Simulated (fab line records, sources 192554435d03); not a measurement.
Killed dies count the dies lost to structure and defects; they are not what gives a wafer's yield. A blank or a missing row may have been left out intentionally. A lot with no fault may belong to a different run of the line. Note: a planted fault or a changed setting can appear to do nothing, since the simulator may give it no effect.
fab line records + flow n5-finfet + part 1 of 2: steps 1 to 3 of 6
record:
- lots: 21
- wafers: 63
- last-day: 19
route steps=1938 shown BEOL_M8@1333
lots that met no fault: taken from a fault-free run of the same line
start-h: the number of hours between the record's first day and the start of the first shown wafer of the lot + wait-h: hours from the lot's prior step to this one + " same as the row above + L1.1+2: several wafers, shown together as one row + - value missing, or start not given + * or withheld: withheld + < > ~ a bound
route shown NAME@n: names a module that has steps shown in the file, with the first one's number in the route + usual: mean/standard deviation taken from wafers without a fault + same: alike in all rows + chamber/n: place in a boat + sites: each site's reading + _std_site: their standard deviation + _edge_site: mean of outer sites minus mean of inner sites + radius-mm: for every site, how far away it sits from the centre of the wafer + mask NAME#n: copy n + behind: tool/chamber where the wafer was last shaped + hold: why the lot was held/for how many hours/how that ended + device: whichever transistor did not switch (one of n, p or np) + end of line: tests of these same wafers at the route's end + for a step that has no rows: nothing shown but its recipe + killed: count of dies lost to structure and defects at first sort (not the wafer's yield) + map: dies across one wafer; x = killed, . = not, _ = none there
set.NAME: setting as actually run; set.NAME@STEP: the setting as run at that earlier step + model.NAME: the simulator's own value behind a step, which no gauge read
route steps across a sampled set of lots; one table per step, one row per wafer
services: a tool's chamber out of use, with start hour (start-h, from the record's first day; less than 0 if before it), hours out, and reason
== steps ==
step: N5_BEOL_M8_CURE_74
recipe:
- temp-c: 385
- time-s: 240
- ambient: He/Ar
- material: SiCOH_lowk
usual:
- lamp-power-pct: 52.31/0.052
- wafer_temp_C_max: 386.7/0.45
same:
- time-s: 240
| lot.wafer | tool       | chamber | start-h | wait-h | lamp-power-pct | wafer_temp_C_max |
|-----------|------------|---------|---------|--------|----------------|------------------|
| L075.1    | uv-cure-01 | 2       | 226.00  | 0.1    | 52.30          | 385.9            |
| L075.2    | "          | 2       | "       | "      | 52.24          | 386.4            |
| L075.6    | "          | 2       | "       | "      | 52.31          | 386.1            |
| L074.4    | uv-cure-03 | 1       | 236.21  | 0.3    | 52.29          | 386.5            |
| L074.5    | "          | 1       | "       | "      | 52.33          | 386.4            |
| L074.6    | "          | 1       | "       | "      | 52.33          | 386.5            |
| L076.3    | uv-cure-01 | 1       | 236.82  | 0.2    | 52.29          | 386.2            |
| L076.4    | "          | 1       | "       | "      | 52.26          | 386.8            |
| L076.6    | "          | 1       | "       | "      | 52.30          | 386.9            |
| L079.1    | uv-cure-03 | 0       | 257.51  | 0.0    | 52.29          | 387.5            |
| L079.3    | "          | 0       | "       | "      | 52.39          | 387.0            |
| L079.4    | "          | 0       | "       | "      | 52.36          | 386.6            |
| L078.2    | uv-cure-03 | 0       | 260.82  | 0.2    | 52.32          | 387.0            |
| L078.3    | "          | 0       | "       | "      | 52.30          | 386.6            |
| L078.6    | "          | 0       | "       | "      | 52.38          | 387.5            |
| L083.2    | uv-cure-01 | 0       | 291.13  | 0.2    | 52.31          | 388.1            |
| L083.5    | "          | 0       | "       | "      | 52.30          | 387.1            |
| L083.6    | "          | 0       | "       | "      | 52.39          | 386.4            |
| L084.1    | uv-cure-03 | 2       | 299.12  | 0.0    | 52.25          | 386.2            |
| L084.3    | "          | 2       | "       | "      | 52.40          | 386.9            |
| L084.6    | "          | 2       | "       | "      | 52.33          | 386.8            |
| L082.1    | uv-cure-01 | 0       | 299.64  | 0.0    | 52.23          | 386.7            |
| L082.3    | "          | 0       | "       | "      | 52.36          | 387.1            |
| L082.4    | "          | 0       | "       | "      | 52.36          | 386.9            |
| L085.2    | uv-cure-03 | 2       | 302.06  | 0.1    | 52.39          | 386.8            |
| L085.4    | "          | 2       | "       | "      | 52.29          | 386.5            |
| L085.5    | "          | 2       | "       | "      | 52.29          | 386.4            |
| L086.1    | uv-cure-01 | 0       | 304.40  | 0.0    | 52.30          | 387.0            |
| L086.2    | "          | 0       | "       | "      | 52.31          | 386.9            |
| L086.3    | "          | 0       | "       | "      | 52.33          | 387.1            |
| L087.1    | uv-cure-02 | 2       | 308.68  | 0.0    | 52.33          | 387.2            |
| L087.4    | "          | 2       | "       | "      | 52.31          | 386.4            |
| L087.5    | "          | 2       | "       | "      | 52.33          | 387.4            |
| L088.1    | uv-cure-03 | 0       | 323.84  | 0.0    | 52.27          | 386.5            |
| L088.4    | "          | 0       | "       | "      | 52.33          | 386.9            |
| L088.5    | "          | 0       | "       | "      | 52.32          | 386.6            |
| L090.2    | uv-cure-02 | 0       | 329.93  | 0.1    | 52.33          | 386.1            |
| L090.3    | "          | 0       | "       | "      | 52.28          | 386.5            |
| L090.6    | "          | 0       | "       | "      | 52.35          | 385.9            |
| L089.1    | uv-cure-01 | 2       | 330.40  | 0.0    | 52.29          | 386.4            |
| L089.3    | "          | 2       | "       | "      | 52.35          | 386.9            |
| L089.6    | "          | 2       | "       | "      | 52.40          | 386.4            |
| L091.4    | uv-cure-01 | 2       | 332.03  | 0.3    | 52.34          | 386.4            |
| L091.5    | "          | 2       | "       | "      | 52.36          | 386.3            |
| L091.6    | "          | 2       | "       | "      | 52.36          | 386.1            |
| L093.2    | uv-cure-02 | 0       | 341.95  | 0.6    | 52.31          | 386.0            |
| L093.4    | "          | 0       | "       | "      | 52.24          | 386.2            |
| L093.6    | "          | 0       | "       | "      | 52.36          | 386.0            |
| L092.1    | uv-cure-03 | 2       | 342.64  | 1.1    | 52.26          | 386.5            |
| L092.3    | "          | 2       | "       | "      | 52.24          | 386.7            |
| L092.6    | "          | 2       | "       | "      | 52.21          | 386.6            |
| L097.2    | uv-cure-02 | 2       | 350.25  | 0.1    | 52.28          | 388.2            |
| L097.4    | "          | 2       | "       | "      | 52.31          | 387.8            |
| L097.6    | "          | 2       | "       | "      | 52.28          | 387.5            |
| L094.4    | uv-cure-02 | 0       | 361.66  | 0.5    | 52.26          | 386.6            |
| L094.5    | "          | 0       | "       | "      | 52.28          | 386.4            |
| L094.6    | "          | 0       | "       | "      | 52.40          | 386.5            |
| L095.1    | uv-cure-03 | 1       | 364.43  | 0.0    | 52.30          | 386.6            |
| L095.2    | "          | 1       | "       | "      | 52.28          | 386.7            |
| L095.4    | "          | 1       | "       | "      | 52.31          | 386.9            |
| L096.2    | uv-cure-03 | 1       | 368.76  | 0.1    | 52.28          | 386.6            |
| L096.5    | "          | 1       | "       | "      | 52.29          | 386.4            |
| L096.6    | "          | 1       | "       | "      | 52.37          | 387.2            |
step: N5_BEOL_M8_DESCUM_16
recipe:
- chemistry: O2
- time-s: 7.9
- source-power-w: 50
- bias-power-w: 20
- pressure-mtorr: 20
- rf-frequency-hz: 2.712e+07
- temp-c: 40
- resist: CAR-ArF
- o2-flow-sccm: 225
usual:
- drypump-motor-current-A: 5.7/0.37
- oes-product-au: 0.80/0.086
- rf-vpp-V: 243.5/1.4
- showerhead-plenum-p-Torr: 2.13/0.066
- throttle-valve-pct: 20.50/0.23
same:
- time-s: 7.9
| lot.wafer | tool        | chamber | start-h | wait-h | drypump-motor-current-A | oes-product-au | rf-hours-counter-h | rf-vpp-V | showerhead-plenum-p-Torr | throttle-valve-pct |
|-----------|-------------|---------|---------|--------|-------------------------|----------------|--------------------|----------|--------------------------|--------------------|
| L075.1    | rie-diel-03 | 3       | 227.73  | 0.0    | 5.9                     | 0.90           | 27                 | 243.5    | 2.13                     | 20.55              |
| L075.2    | "           | 0       | "       | "      | 5.5                     | 0.70           | 197                | 242.5    | 2.08                     | 20.74              |
| L075.6    | "           | 3       | "       | "      | 5.9                     | 0.90           | -                  | 244.4    | 2.13                     | 20.55              |
| L074.4    | rie-diel-05 | 3       | 238.45  | 0.9    | 5.4                     | 0.69           | 226                | 243.0    | 2.17                     | 20.80              |
| L074.5    | "           | 0       | "       | "      | 5.7                     | 0.71           | -                  | 242.5    | 2.15                     | 20.44              |
| L074.6    | "           | 3       | "       | "      | 5.4                     | 0.70           | -                  | 243.4    | 2.17                     | 20.79              |
| L076.3    | rie-diel-05 | 2       | 239.72  | 1.4    | 6.6                     | 0.84           | 67                 | 241.0    | 2.06                     | 20.70              |
| L076.4    | "           | 3       | "       | "      | 5.4                     | 0.70           | 227                | 244.6    | 2.17                     | 20.78              |
| L076.6    | "           | 2       | "       | "      | 6.6                     | 0.84           | -                  | 241.1    | 2.06                     | 20.71              |
| L079.1    | rie-diel-02 | 0       | 259.65  | 0.0    | 6.3                     | 0.85           | 70                 | 243.2    | 2.23                     | 20.51              |
| L079.3    | "           | 3       | "       | "      | 5.6                     | 0.68           | 229                | 240.3    | 1.99                     | 20.83              |
| L079.4    | "           | 2       | "       | "      | 5.5                     | 0.78           | 124                | 246.1    | 2.18                     | 20.41              |
| L078.2    | rie-diel-03 | 1       | 262.91  | 0.0    | 5.5                     | 0.97           | 6                  | 243.3    | 2.15                     | 20.42              |
| L078.3    | "           | 0       | "       | "      | 5.5                     | 0.70           | 206                | 242.8    | 2.08                     | 20.75              |
| L078.6    | "           | 0       | "       | "      | 5.5                     | 0.69           | -                  | 242.9    | 2.08                     | 20.75              |
| L083.2    | rie-diel-05 | 3       | 293.07  | 0.0    | 5.4                     | 0.69           | 244                | 242.6    | 2.17                     | 20.80              |
| L083.5    | "           | 0       | "       | "      | 5.6                     | 0.69           | -                  | 243.1    | 2.14                     | 20.45              |
| L083.6    | "           | 3       | "       | "      | 5.4                     | 0.69           | -                  | 244.0    | 2.17                     | 20.81              |
| L084.1    | rie-diel-02 | 1       | 302.84  | 0.5    | 5.4                     | 0.80           | 90                 | 243.5    | 2.13                     | 20.33              |
| L084.3    | "           | 2       | "       | "      | 5.5                     | 0.77           | 139                | 244.2    | 2.18                     | 20.41              |
| L084.6    | "           | 2       | "       | "      | 5.5                     | 0.76           | -                  | 244.4    | 2.18                     | 20.42              |
| L082.1    | rie-diel-05 | 3       | 302.87  | 0.2    | 5.4                     | 0.69           | 245                | 243.2    | 2.17                     | 20.82              |
| L082.3    | "           | 1       | "       | "      | 5.9                     | 0.80           | 96                 | 241.9    | 2.00                     | 20.31              |
| L082.4    | "           | 0       | "       | "      | 5.7                     | 0.69           | 244                | 244.2    | 2.14                     | 20.46              |
| L085.2    | rie-diel-03 | 0       | 303.59  | 0.0    | 5.5                     | 0.68           | 223                | 241.0    | 2.08                     | 20.78              |
| L085.4    | "           | 2       | "       | "      | 5.2                     | 0.84           | 62                 | 243.6    | 2.10                     | 20.05              |
| L085.5    | "           | 1       | "       | "      | 5.5                     | 0.93           | -                  | 243.6    | 2.14                     | 20.45              |
| L086.1    | rie-diel-02 | 2       | 306.96  | 0.7    | 5.5                     | 0.76           | 140                | 245.2    | 2.18                     | 20.43              |
| L086.2    | "           | 3       | "       | "      | 5.6                     | 0.67           | 246                | 241.3    | 1.98                     | 20.87              |
| L086.3    | "           | 0       | "       | "      | 6.2                     | 0.82           | 88                 | 245.5    | 2.22                     | 20.53              |
| L087.1    | rie-diel-05 | 2       | 310.80  | 0.4    | 6.6                     | 0.81           | 92                 | 242.5    | 2.05                     | 20.74              |
| L087.4    | "           | 0       | "       | "      | 5.7                     | 0.68           | 247                | 244.0    | 2.14                     | 20.46              |
| L087.5    | "           | 1       | "       | "      | 5.9                     | 0.80           | -                  | 241.2    | 2.00                     | 20.29              |
| L088.1    | rie-diel-02 | 2       | 325.22  | 0.3    | 5.5                     | 0.76           | 148                | 244.5    | 2.17                     | 20.43              |
| L088.4    | "           | 2       | "       | "      | 5.5                     | 0.76           | -                  | 244.2    | 2.17                     | 20.44              |
| L088.5    | "           | 0       | "       | "      | 6.2                     | 0.81           | -                  | 244.5    | 2.22                     | 20.57              |
| L090.2    | rie-diel-03 | 1       | 331.92  | 0.0    | 5.4                     | 0.91           | 34                 | 243.1    | 2.14                     | 20.46              |
| L090.3    | "           | 3       | "       | "      | 5.9                     | 0.85           | 61                 | 242.9    | 2.12                     | 20.60              |
| L090.6    | "           | 0       | "       | "      | 5.5                     | 0.68           | -                  | 241.2    | 2.07                     | 20.80              |
| L089.1    | rie-diel-03 | 0       | 332.40  | 0.0    | 5.5                     | 0.68           | 232                | 241.6    | 2.07                     | 20.79              |
| L089.3    | "           | 1       | "       | "      | 5.5                     | 0.90           | 34                 | 244.7    | 2.14                     | 20.46              |
| L089.6    | "           | 2       | "       | "      | 5.2                     | 0.82           | -                  | 242.9    | 2.10                     | 20.04              |
| L091.4    | rie-diel-03 | 0       | 334.61  | 0.1    | 5.5                     | 0.69           | -                  | 242.9    | 2.07                     | 20.78              |
| L091.5    | "           | 1       | "       | "      | 5.5                     | 0.91           | -                  | 242.7    | 2.14                     | 20.47              |
| L091.6    | "           | 2       | "       | "      | 5.2                     | 0.82           | -                  | 244.3    | 2.10                     | 20.05              |
| L093.2    | rie-diel-02 | 1       | 343.82  | 0.3    | 5.4                     | 0.79           | 108                | 242.9    | 2.13                     | 20.35              |
| L093.4    | "           | 0       | "       | "      | 6.3                     | 0.82           | -                  | 245.4    | 2.22                     | 20.57              |
| L093.6    | "           | 3       | "       | "      | 5.7                     | 0.97           | -                  | 245.7    | 2.24                     | 20.46              |
| L092.1    | rie-diel-03 | 2       | 347.41  | 0.0    | 5.2                     | 0.81           | 80                 | 244.0    | 2.10                     | 20.07              |
| L092.3    | "           | 1       | "       | "      | 5.4                     | 0.89           | 40                 | 244.3    | 2.14                     | 20.48              |
| L092.6    | "           | 3       | "       | "      | 5.9                     | 0.84           | -                  | 243.4    | 2.12                     | 20.61              |
| L097.2    | rie-diel-02 | 3       | 353.49  | 0.4    | 5.7                     | 0.95           | 6                  | 245.2    | 2.24                     | 20.48              |
| L097.4    | "           | 1       | "       | "      | 5.4                     | 0.79           | 113                | 242.6    | 2.12                     | 20.36              |
| L097.6    | "           | 1       | "       | "      | 5.4                     | 0.78           | -                  | 243.8    | 2.12                     | 20.36              |
| L094.4    | rie-diel-02 | 1       | 363.31  | 0.0    | 5.4                     | 0.78           | 116                | 243.4    | 2.12                     | 20.36              |
| L094.5    | "           | 3       | "       | "      | 5.6                     | 0.94           | -                  | 246.6    | 2.24                     | 20.47              |
| L094.6    | "           | 2       | "       | "      | 5.5                     | 0.74           | -                  | 243.5    | 2.17                     | 20.44              |
| L095.1    | rie-diel-02 | 3       | 366.59  | 0.1    | 5.6                     | 0.93           | 11                 | 244.5    | 2.24                     | 20.48              |
| L095.2    | "           | 0       | "       | "      | 6.3                     | 0.80           | 114                | 244.2    | 2.21                     | 20.58              |
| L095.4    | "           | 1       | "       | "      | 5.4                     | 0.78           | 117                | 242.7    | 2.12                     | 20.38              |
| L096.2    | rie-diel-05 | 1       | 371.13  | 0.1    | 5.9                     | 0.77           | 122                | 241.6    | 1.99                     | 20.35              |
| L096.5    | "           | 3       | "       | "      | 5.4                     | 0.96           | -                  | 243.4    | 2.16                     | 20.40              |
| L096.6    | "           | 0       | "       | "      | 5.7                     | 0.97           | -                  | 244.9    | 2.14                     | 20.15              |
step: N5_BEOL_M8_ETCH_65
recipe:
- chemistry: CF4
- target: SiARC
- target-depth-a: 156
- mask-material: CAR-EUV
- time-s: 26
- ion-energy-ev: 80
- pressure-mtorr: 40
- source-w: 545
- bias-w: 36
- Ar_flow_sccm: 100
- cf4-flow-sccm: 100
- ends: cleared
usual:
- drypump-motor-current-A: 5.7/0.43
- etch-rf-on-time-s: 25.9/0.96
- mfc-ar-sccm: 100.01/0.28
- oes-product-au: 0.69/0.072
- rf-vpp-V: 184.2/1.2
- showerhead-plenum-p-Torr: 2.15/0.061
- throttle-valve-pct: 15.63/0.19
| lot.wafer | tool        | chamber | start-h | wait-h | drypump-motor-current-A | etch-rf-on-time-s | mfc-ar-sccm | oes-product-au | rf-hours-counter-h | rf-vpp-V | showerhead-plenum-p-Torr | throttle-valve-pct |
|-----------|-------------|---------|---------|--------|-------------------------|-------------------|-------------|----------------|--------------------|----------|--------------------------|--------------------|
| L075.1    | rie-diel-05 | 2       | 229.55  | 0.0    | 6.6                     | 26.4              | 100.27      | 0.71           | 62                 | 183.5    | 2.09                     | 15.70              |
| L075.2    | "           | 1       | "       | "      | 5.9                     | 25.4              | 99.82       | 0.72           | 70                 | 185.4    | 2.07                     | 15.50              |
| L075.6    | "           | 0       | "       | "      | 5.6                     | 25.6              | 100.22      | 0.61           | -                  | 184.3    | 2.19                     | 15.61              |
| L074.4    | rie-diel-02 | 0       | 240.12  | 0.0    | 6.2                     | 25.1              | 100.04      | 0.74           | 60                 | 187.1    | 2.23                     | 15.37              |
| L074.5    | "           | 0       | "       | "      | 6.3                     | 25.3              | 100.37      | 0.73           | -                  | 186.9    | 2.23                     | 15.38              |
| L074.6    | "           | 3       | "       | "      | 5.6                     | 26.5              | 100.25      | 0.59           | -                  | 182.5    | 2.03                     | 15.86              |
| L076.3    | rie-diel-02 | 2       | 244.10  | 0.0    | 5.5                     | 24.7              | 100.15      | 0.68           | 117                | 185.2    | 2.21                     | 15.52              |
| L076.4    | "           | 2       | "       | "      | 5.5                     | 24.8              | 100.09      | 0.69           | -                  | 184.4    | 2.21                     | 15.51              |
| L076.6    | "           | 3       | "       | "      | 5.6                     | 26.4              | 100.33      | 0.58           | -                  | 181.8    | 2.03                     | 15.87              |
| L079.1    | rie-diel-05 | 2       | 261.51  | 0.0    | 6.6                     | 26.0              | 100.00      | 0.71           | 76                 | 183.0    | 2.09                     | 15.72              |
| L079.3    | "           | 0       | "       | "      | 5.7                     | 25.3              | 99.98       | 0.61           | 232                | 185.1    | 2.18                     | 15.62              |
| L079.4    | "           | 1       | "       | "      | 5.9                     | 25.2              | 99.79       | 0.70           | 84                 | 184.0    | 2.07                     | 15.56              |
| L078.2    | rie-diel-03 | 3       | 265.08  | 0.0    | 5.9                     | 26.6              | 100.27      | 0.74           | 37                 | 185.2    | 2.18                     | 15.66              |
| L078.3    | "           | 2       | "       | "      | 5.2                     | 25.3              | 100.29      | 0.73           | 48                 | 185.2    | 2.18                     | 15.41              |
| L078.6    | "           | 0       | "       | "      | 5.5                     | 26.6              | 100.19      | 0.58           | -                  | 184.0    | 2.12                     | 15.83              |
| L083.2    | rie-diel-03 | 0       | 295.11  | 0.0    | 5.5                     | 26.8              | 99.99       | 0.57           | 220                | 182.4    | 2.11                     | 15.85              |
| L083.5    | "           | 1       | "       | "      | 5.5                     | 26.7              | 99.71       | 0.77           | -                  | 184.1    | 2.20                     | 15.55              |
| L083.6    | "           | 2       | "       | "      | 5.2                     | 25.3              | 99.89       | 0.72           | -                  | 184.0    | 2.17                     | 15.41              |
| L084.1    | rie-diel-03 | 1       | 305.61  | 0.0    | 5.4                     | 26.7              | 99.49       | 0.76           | 24                 | 184.8    | 2.19                     | 15.54              |
| L084.3    | "           | 0       | "       | "      | 5.5                     | 26.8              | 99.28       | 0.58           | 224                | 182.6    | 2.11                     | 15.86              |
| L084.6    | "           | 2       | "       | "      | 5.2                     | 25.2              | 99.73       | 0.73           | -                  | 182.9    | 2.17                     | 15.44              |
| L082.1    | rie-diel-05 | 3       | 305.69  | 0.0    | 5.4                     | 28.1              | 100.27      | 0.57           | 247                | 184.7    | 2.22                     | 16.03              |
| L082.3    | "           | 2       | "       | "      | 6.6                     | 26.5              | 99.97       | 0.69           | 91                 | 182.7    | 2.08                     | 15.75              |
| L082.4    | "           | 0       | "       | "      | 5.7                     | 25.7              | 99.89       | 0.60           | 245                | 185.3    | 2.18                     | 15.65              |
| L085.2    | rie-diel-03 | 2       | 306.01  | 0.0    | 5.2                     | 25.0              | 100.25      | 0.72           | 63                 | 184.4    | 2.17                     | 15.43              |
| L085.4    | "           | 1       | "       | "      | 5.4                     | 26.7              | 99.42       | 0.75           | 25                 | 185.3    | 2.19                     | 15.57              |
| L085.5    | "           | 1       | "       | "      | 5.4                     | 26.6              | 99.72       | 0.76           | -                  | 185.6    | 2.19                     | 15.57              |
| L086.1    | rie-diel-05 | 3       | 308.71  | 0.0    | 5.4                     | 28.1              | 99.63       | 0.57           | 248                | 184.7    | 2.22                     | 16.03              |
| L086.2    | "           | 1       | "       | "      | 5.9                     | 25.7              | 100.32      | 0.68           | 98                 | 182.7    | 2.07                     | 15.58              |
| L086.3    | "           | 2       | "       | "      | 6.6                     | 26.5              | 100.28      | 0.69           | 92                 | 182.4    | 2.08                     | 15.75              |
| L087.1    | rie-diel-03 | 3       | 312.51  | 0.0    | 5.9                     | 26.6              | 100.31      | 0.71           | 55                 | 182.8    | 2.18                     | 15.71              |
| L087.4    | "           | 2       | "       | "      | 5.2                     | 25.0              | 100.21      | 0.72           | 65                 | 184.9    | 2.17                     | 15.41              |
| L087.5    | "           | 3       | "       | "      | 5.9                     | 26.4              | 99.67       | 0.71           | -                  | 185.4    | 2.18                     | 15.71              |
| L088.1    | rie-diel-05 | 0       | 326.83  | 0.0    | 5.7                     | 25.4              | 100.31      | 0.60           | 253                | 184.8    | 2.18                     | 15.69              |
| L088.4    | "           | 1       | "       | "      | 5.9                     | 24.9              | 99.83       | 0.70           | -                  | 181.7    | 2.06                     | 15.57              |
| L088.5    | "           | 0       | "       | "      | 5.7                     | 25.5              | 100.35      | 0.60           | -                  | 184.4    | 2.18                     | 15.66              |
| L090.2    | rie-diel-05 | 1       | 333.63  | 0.0    | 5.9                     | 25.3              | 100.29      | 0.68           | 106                | 183.9    | 2.06                     | 15.60              |
| L090.3    | "           | 2       | "       | "      | 6.6                     | 25.9              | 100.03      | 0.68           | 100                | 182.5    | 2.08                     | 15.79              |
| L090.6    | "           | 0       | "       | "      | 5.6                     | 25.6              | 99.79       | 0.60           | -                  | 184.8    | 2.17                     | 15.68              |
| L089.1    | rie-diel-02 | 1       | 333.91  | 0.0    | 5.4                     | 24.4              | 100.24      | 0.70           | 103                | 182.8    | 2.16                     | 15.43              |
| L089.3    | "           | 0       | "       | "      | 6.2                     | 25.0              | 99.99       | 0.70           | 99                 | 185.4    | 2.22                     | 15.46              |
| L089.6    | "           | 2       | "       | "      | 5.5                     | 24.8              | 100.33      | 0.66           | -                  | 185.0    | 2.20                     | 15.57              |
| L091.4    | rie-diel-05 | 2       | 337.43  | 0.0    | 6.6                     | 25.7              | 99.83       | 0.69           | -                  | 184.7    | 2.08                     | 15.78              |
| L091.5    | "           | 1       | "       | "      | 5.9                     | 25.2              | 99.84       | 0.68           | -                  | 184.4    | 2.06                     | 15.59              |
| L091.6    | "           | 3       | "       | "      | 5.4                     | 25.7              | 99.18       | 0.82           | -                  | 186.1    | 2.22                     | 15.54              |
| L093.2    | rie-diel-02 | 0       | 347.03  | 0.0    | 6.3                     | 24.6              | 99.80       | 0.69           | 106                | 185.4    | 2.21                     | 15.46              |
| L093.4    | "           | 1       | "       | "      | 5.4                     | 24.0              | 100.04      | 0.70           | -                  | 183.1    | 2.16                     | 15.44              |
| L093.6    | "           | 3       | "       | "      | 5.6                     | 25.3              | 100.14      | 0.84           | -                  | 186.0    | 2.27                     | 15.45              |
| L092.1    | rie-diel-02 | 3       | 348.57  | 0.0    | 5.6                     | 25.6              | 99.70       | 0.83           | 3                  | 186.3    | 2.27                     | 15.42              |
| L092.3    | "           | 1       | "       | "      | 5.4                     | 24.0              | 99.82       | 0.70           | 110                | 184.6    | 2.16                     | 15.43              |
| L092.6    | "           | 1       | "       | "      | 5.4                     | 24.1              | 99.58       | 0.70           | -                  | 184.7    | 2.16                     | 15.43              |
| L097.2    | rie-diel-03 | 1       | 358.13  | 0.0    | 5.4                     | 26.8              | 99.61       | 0.72           | 44                 | 184.1    | 2.19                     | 15.59              |
| L097.4    | "           | 2       | "       | "      | 5.2                     | 25.1              | 100.33      | 0.70           | 83                 | 183.5    | 2.17                     | 15.46              |
| L097.6    | "           | 3       | "       | "      | 5.9                     | 26.8              | 99.98       | 0.70           | -                  | 183.4    | 2.17                     | 15.74              |
| L094.4    | rie-diel-03 | 0       | 364.63  | 0.0    | 5.5                     | 26.4              | 100.19      | 0.56           | 244                | 185.1    | 2.11                     | 15.90              |
| L094.5    | "           | 2       | "       | "      | 5.2                     | 25.2              | 99.82       | 0.69           | -                  | 184.8    | 2.17                     | 15.47              |
| L094.6    | "           | 1       | "       | "      | 5.4                     | 26.6              | 99.93       | 0.72           | -                  | 184.5    | 2.19                     | 15.61              |
| L095.1    | rie-diel-05 | 3       | 369.53  | 0.0    | 5.4                     | 26.1              | 99.91       | 0.78           | 12                 | 185.7    | 2.21                     | 15.56              |
| L095.2    | "           | 2       | "       | "      | 6.6                     | 26.2              | 100.48      | 0.66           | 115                | 183.8    | 2.07                     | 15.81              |
| L095.4    | "           | 0       | "       | "      | 5.7                     | 25.0              | 100.02      | 0.86           | 3                  | 184.6    | 2.17                     | 15.19              |
| L096.2    | rie-diel-05 | 3       | 374.99  | 0.0    | 5.4                     | 25.8              | 99.41       | 0.78           | 14                 | 184.2    | 2.21                     | 15.57              |
| L096.5    | "           | 1       | "       | "      | 5.9                     | 25.1              | 100.16      | 0.67           | -                  | 184.1    | 2.06                     | 15.62              |
| L096.6    | "           | 0       | "       | "      | 5.7                     | 24.9              | 99.94       | 0.85           | -                  | 184.6    | 2.17                     | 15.21              |
